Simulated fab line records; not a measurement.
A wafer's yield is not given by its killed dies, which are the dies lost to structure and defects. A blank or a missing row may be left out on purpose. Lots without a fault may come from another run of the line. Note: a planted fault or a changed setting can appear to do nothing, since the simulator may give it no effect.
A struck lot beside a sound one ; flow n5Finfet ; 17 out of 1938 route steps
Sound: wafers L557.1, L557.4, L557.6. Struck: wafer L566.2 (L566.1, L566.6, from the same lot, were not struck and are left out); the cause is given at the end.
Per side, at each step with rows, come the tool, then ch with its chambers, and then its first start. Under that, the readings that differ: sound wafers ; struck wafers ; difference of the means ; sigmas: that difference in standard deviations of wafers without a fault.
alike: same words and numbers on both sides, and readings whose means sit less than 2 such deviations apart. not compared: any withheld reading, any reading some wafer has no value for, any bound like >300 that may hide the same value, and any number with overlapping values for which the record gives no deviation.
Wherever a step has rows on one side only, a row that says differs or no value, or a row with sigmas, the two part there. Non-overlapping numbers with no deviation appear without sigmas and do not part them. A reading that every wafer of one side lacks parts them only if that side has two wafers or more.

N5_FIN_CUT_OVL_MEAS_09:
  sound on overlay-02 ch 0, day 4 02:52; struck on overlay-02 ch 0, day 6 09:11
  alike: FIN_CUT_OVL
N5_FIN_CUT_INSPECT_10: inspects for defects (brightfield).
  struck on defectInspect-01, day 6 09:14; sound on defectInspect-02, day 4 02:55
  alike: rawDefectCount
N5_FIN_CUT_DESCUM_13: chemistry O2, time 7 s.
  sound on rieDiel-02 ch 0,1, day 4 03:05; struck on rieDiel-06 ch 3, day 6 09:17
reading;sound;struck;difference;sigmas
oesProductAu (a.u.);0.70 0.73 0.69;0.93;+0.22;+3
throttleValvePct (%);20.68 20.48 20.66;20.03;-0.58;-3
  alike: drypumpMotorCurrentA, rfVppV, showerheadPlenumPTorr
  not compared: rfHoursCounterH
then, 1 step without rows for these wafers: N5_FIN_CUT_ETCH_30 (etches underlayer in N2/H2, target depth 13 nm, time 10.4 s).
N5_FIN_CUT_ETCH_20: etches SiARC in CF4, target depth 26 nm, time 43.3 s.
  sound on rieDiel-02 ch 0,1, day 4 03:09; struck on rieDiel-06 ch 3, day 6 09:20
reading;sound;struck;difference;sigmas
etchRfOnTimeS (s);44.9 43.5 44.8;42.1;-2.3;-3
oesProductAu (a.u.);0.58 0.62 0.59;0.78;+0.18;+3
throttleValvePct (%);15.84 15.65 15.85;15.16;-0.62;-3
  alike: biasW, drypumpMotorCurrentA, rfVppV, showerheadPlenumPTorr
  not compared: rfHoursCounterH
then, 3 steps without rows for these wafers: N5_FIN_CUT_ETCH_21 (etches SOC in N2/H2, target depth 219 nm, overetch 43.8 nm, time 523.5 s); N5_FIN_CUT_STRIP_23 (strips in N2/H2); N5_FIN_CUT_STRIP_31 (strips in N2/H2).
N5_FIN_CUT_STRIP_24: strips in CF4.
  sound on rieDiel-02 ch 0,1, day 4 03:31; struck on rieDiel-06 ch 3, day 6 09:41
reading;sound;struck;difference;sigmas
oesProductAu (a.u.);0.70 0.73 0.70;0.90;+0.19;+3
throttleValvePct (%);13.82 13.68 13.82;13.11;-0.66;-3
  alike: drypumpMotorCurrentA, rfVppV, showerheadPlenumPTorr
  not compared: rfHoursCounterH
N5_FIN_CUT_CUT_ETCH_26: etches SiNx in CH3F/O2, target depth 39 nm, time 55.7 s.
  sound on rieDiel-02 ch 0,1, day 4 03:32; struck on rieDiel-06 ch 3, day 6 09:43
reading;sound;struck;difference;sigmas
oes_ar_750_au (a.u.);0.70 0.73 0.70;0.90;+0.19;+3
oesProductAu (a.u.);0.70 0.73 0.69;0.92;+0.21;+3
throttleValvePct (%);16.60 16.38 16.60;15.92;-0.61;-3
  alike: biasW, drypumpMotorCurrentA, rfVppV, showerheadPlenumPTorr
  not compared: rfHoursCounterH
N5_FIN_CUT_CUT_ETCH_27: etches SiO2 in CHF3/O2, target depth 4 nm, overetch 2 nm, time 4.9 s.
  sound on rieDiel-02 ch 0,1, day 4 03:35; struck on rieDiel-06 ch 3, day 6 09:46
reading;sound;struck;difference;sigmas
oes_ar_750_au (a.u.);0.70 0.73 0.69;0.90;+0.19;+3
oesProductAu (a.u.);0.56 0.58 0.55;0.72;+0.16;+3
throttleValvePct (%);19.06 18.84 19.04;18.42;-0.56;-3
  alike: biasW, drypumpMotorCurrentA, rfVppV, showerheadPlenumPTorr
  not compared: rfHoursCounterH
then, 1 step without rows for these wafers: N5_FIN_CUT_PRECLEAN_35 (cleans in vHF, time 13.3 s).
N5_FIN_CUT_CUT_ETCH_15: etches Si in HBr/Cl2/O2, target depth 100 nm, bt time 10 s, time 42.4 s.
  sound on rieSi-02 ch 0,3, day 4 03:43; struck on rieSi-02 ch 2, day 6 09:55
reading;sound;struck;difference;sigmas
oesProductAu (a.u.);0.993 0.986 0.985;1.038;+0.050;+3
model.etch.depthNm (nm);102.9 100.5 100.5;160;+59;
model.FIN_CUT.featureDepthNm (nm);103 100.6 100.4;160;+59;
model.SOC_of_FIN_CUT_COAT_18.thkNm (nm);168.2 169.4 169.8;147.4;-21.7;
  alike: drypumpMotorCurrentA, throttleValvePct
  not compared: biasW, rfHoursCounterH
N5_FIN_CUT_CUT_ETCH_28: etches Si in HBr/Cl2/O2, target depth 6 nm, time 2.4 s.
  sound on rieSi-02 ch 0,3, day 4 03:47; struck on rieSi-02 ch 2, day 6 09:58
reading;sound;struck;difference;sigmas
model.SOC_of_FIN_CUT_COAT_18.thkNm (nm);166.4 167.6 168;145.8;-21.5;
  alike: drypumpMotorCurrentA, oesProductAu, throttleValvePct
  not compared: biasW, rfHoursCounterH
then, 1 step without rows for these wafers: N5_FIN_CUT_STRIP_22 (strips in N2/H2).
-- record jumps: 7 days separate the struck wafers' starts on either side; left off in module FIN_CUT, taken up again in module BEOL_M4, whose first shown step is the route's number 1111 --
N5_BEOL_M4_RC_MEAS_101:
  sound on prober-01 ch 0, day 10 23:13; struck on prober-01 ch 0, day 13 05:55
  alike: DIBL_N, DIBL_P, IOFF_N, IOFF_P, ION_N, ION_P, SS_N, SS_P, VT_N, VT_P
-- the record jumps here: 5 days lie between the struck wafers' starts before and after (it left off in module BEOL_M4 and takes up again in module PASSIVATION, whose first step shown is number 1936 of the route) --
N5_PASSIVATION_PROBE_49:
  struck on prober-02, day 18 01:04; sound on prober-02, day 15 12:31
reading;sound;struck;difference;sigmas
killedAtContacts;5 12 18;29;+17;+3
  alike: defectLimitedYield, killed_at_M0_to_M3, killed_at_M4_up, killedAtFrontEnd, killedAtOther, killedDies, killedOpen, killedShort, sort_bin_5_function, sort_bin_6_memory, sortNPass, sortYieldPct

WHERE THEY PART
Earliest at N5_FIN_CUT_DESCUM_13; latest, in this record, at N5_PASSIVATION_PROBE_49.

WHY: whatever the simulator had introduced
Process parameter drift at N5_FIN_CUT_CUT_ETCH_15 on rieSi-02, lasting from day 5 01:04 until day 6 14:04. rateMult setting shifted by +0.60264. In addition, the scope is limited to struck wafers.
